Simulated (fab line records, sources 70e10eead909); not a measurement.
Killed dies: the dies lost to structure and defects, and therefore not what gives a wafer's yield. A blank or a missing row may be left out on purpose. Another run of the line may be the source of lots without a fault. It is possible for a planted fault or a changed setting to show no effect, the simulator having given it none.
Which tool was responsible? ; flow nandHarc ; 36 wafers sampled from 12 lots at 1 step of a route of 1159

## WHAT EACH GAUGE READ, for each wafer
NHARC_A_ONON_D1_THK_MEAS_14: measures by ellipsometry.
lot;measured;on;thkNm (nm)
L075;day 8 00:20;filmMetro-02;992 992 992
L077;day 8 04:16;filmMetro-01;992 992 995
L078;day 8 17:14;filmMetro-02;1003 1002 1001
L080;day 9 03:18;filmMetro-02;991 990 990
L083;day 10 07:49;filmMetro-02;988 989 988
L085;day 10 23:01;filmMetro-02;1007 1004 1008
L087;day 11 04:59;filmMetro-02;983 983 983
L091;day 11 21:14;filmMetro-01;1015 1014 1013
L092;day 11 21:23;filmMetro-01;1005 1004 1007
L093;day 12 13:07;filmMetro-01;993 994 994
L095;day 12 13:08;filmMetro-01;1004 1006 1004
L097;day 13 00:34;filmMetro-02;997 997 998

## WHAT TOOL EACH LOT RAN ON (gives the tool, then ch and the chambers of the sampled wafers, and finally the start)
No process step before these readings appears in the record.

## THE ANSWER, worked out from the rows above alone
Rule: the lots themselves supply what counts as usual. Put in order of their means at a reading, lots are off if they are a third of the lots or fewer, leave a main group of 4 or more, and stand apart from it by a gap of 3 or more times the standard deviation of the main group's means; of several such gaps the widest counts. The tables above print the reading to a certain number of digits; a main group whose means all agree to those digits is not used. Also off: a lot with no number at a reading for which 4 or more lots have one. Any other lot the step has rows for is counted as sound.
Nothing can be told from this: no lot is off at any reading shown.

## WHAT WAS PUT IN BY THE SIMULATOR
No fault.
